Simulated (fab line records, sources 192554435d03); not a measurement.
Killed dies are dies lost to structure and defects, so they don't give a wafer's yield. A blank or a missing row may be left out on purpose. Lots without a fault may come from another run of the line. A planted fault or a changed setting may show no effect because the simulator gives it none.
Chamber matching | flow n5_finfet | N5_BEOL_M2_CMP_52 on cmp-03: 4 sister chambers
The step polishes, stops on SiOC, t overpolish 6.8 s, target thk 40 nm. 8 wafers are shown with their chamber, then 9 later ones without.

WAFERS WITH THEIR CHAMBER
wafer  | chamber | motor_current_A (A) | time_to_endpoint_s (s)
L078.6 | 3       | 5.3                 | 60.7
L080.4 | 3       | 5.5                 | 61.1
L084.3 | 0       | 5.7                 | 60.6
L084.4 | 2       | 5.3                 | 60.7
L084.6 | 0       | 5.8                 | 57.8
L087.1 | 1       | 5.5                 | 58.4
L087.4 | 2       | 5.4                 | 62.2
L087.5 | 1       | 5.8                 | 58.1

WAFERS WITHOUT THEIR CHAMBER
wafer  | motor_current_A (A) | time_to_endpoint_s (s)
L086.1 | 5.7                 | 66.4
L086.4 | 5.7                 | 66.7
L086.5 | 5.8                 | 62.8
L092.2 | 5.5                 | 62.0
L092.3 | 5.9                 | 61.3
L092.6 | 6.0                 | 65.1
L093.1 | 5.6                 | 61.4
L093.3 | 5.3                 | 61.6
L093.5 | 5.3                 | 62.9

WHICH CHAMBER EACH WENT THROUGH
wafer  | from the rows above               | in truth
L086.1 | can't be placed: 2 or 3 or 0      | 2
L086.4 | can't be placed: 2 or 3 or 0      | 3
L086.5 | can't be placed: 0 or 3 or 2 or 1 | 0
L092.2 | can't be placed: 2 or 3 or 0      | 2
L092.3 | can't be placed: 0 or 1 or 3 or 2 | 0
L092.6 | can't be placed: 0 or 2 or 3 or 1 | 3
L093.1 | can't be placed: 3 or 2 or 0 or 1 | 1
L093.3 | can't be placed: 2 or 3           | 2
L093.5 | can't be placed: 2 or 3           | 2
Placed correctly: 0 of 9. Can't be placed from these rows: 9 (the true chamber is among the candidates in 9). Placed wrongly: 0.
How it was worked out, from the rows above alone: a wafer's distance from a chamber is the root of the sum, over the readings, of the square of ((its reading less the chamber's mean) divided by the reading's scatter). The wafer belongs to the nearest chamber; if the next one is less than 2 further off, it can't be placed. A chamber's mean is the mean of its shown wafers. The scatter: the root of (the sum of the squares of (reading less its chamber's mean) over the shown wafers, divided by (wafers less chambers)).
